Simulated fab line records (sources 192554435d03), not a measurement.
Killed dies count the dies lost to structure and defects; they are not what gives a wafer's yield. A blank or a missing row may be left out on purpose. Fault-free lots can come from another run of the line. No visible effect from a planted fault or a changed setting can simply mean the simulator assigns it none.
Chamber matching	flow n5Finfet	N5_BEOL_M0_ALD_136 on aldMetal-02 has 4 sister chambers
The step deposits TaN, pulse time 2 s, purge time 3 s, co reactant purge time 2 s. 8 wafers are shown with their chamber, then 8 later ones without.

## WAFERS PAIRED WITH THEIR CHAMBERS
wafer	chamber	heaterPowerW (W)
L080.1	2	443
L080.6	1	442
L083.2	3	420
L083.5	0	432
L086.1	1	449
L086.3	3	425
L086.4	0	437
L091.1	2	447

## WAFERS WITH NO CHAMBER GIVEN
wafer	heaterPowerW (W)
L091.4	445
L091.5	431
L093.2	423
L093.4	453
L093.6	445
L095.1	439
L095.5	450
L095.6	451

## WHICH CHAMBER EACH WENT THROUGH
wafer	from the rows above	in truth
L091.4	can't be placed: 2 or 1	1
L091.5	can't be placed: 0 or 3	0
L093.2	3	3
L093.4	can't be placed: 1 or 2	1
L093.6	can't be placed: 2 or 1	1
L095.1	can't be placed: 0 or 2 or 1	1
L095.5	can't be placed: 1 or 2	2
L095.6	can't be placed: 1 or 2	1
Correctly placed: 1 of 8. Can't be placed from these rows: 7 (the true chamber is among the candidates in 7). Wrongly placed: 0.
How it was worked out, from the rows above alone: a wafer's distance from a chamber is the root of the sum, over the readings, of the square of ((its reading less the chamber's mean) divided by the reading's scatter). If the next closest chamber is less than 2 further off than the closest, the wafer can't be placed; otherwise it belongs to the closest. For every chamber, the mean is computed from those of its wafers that are shown. The scatter is the square root of a quotient: the sum, over the shown wafers, of each reading's squared deviation from its chamber's mean, divided by wafers minus chambers.
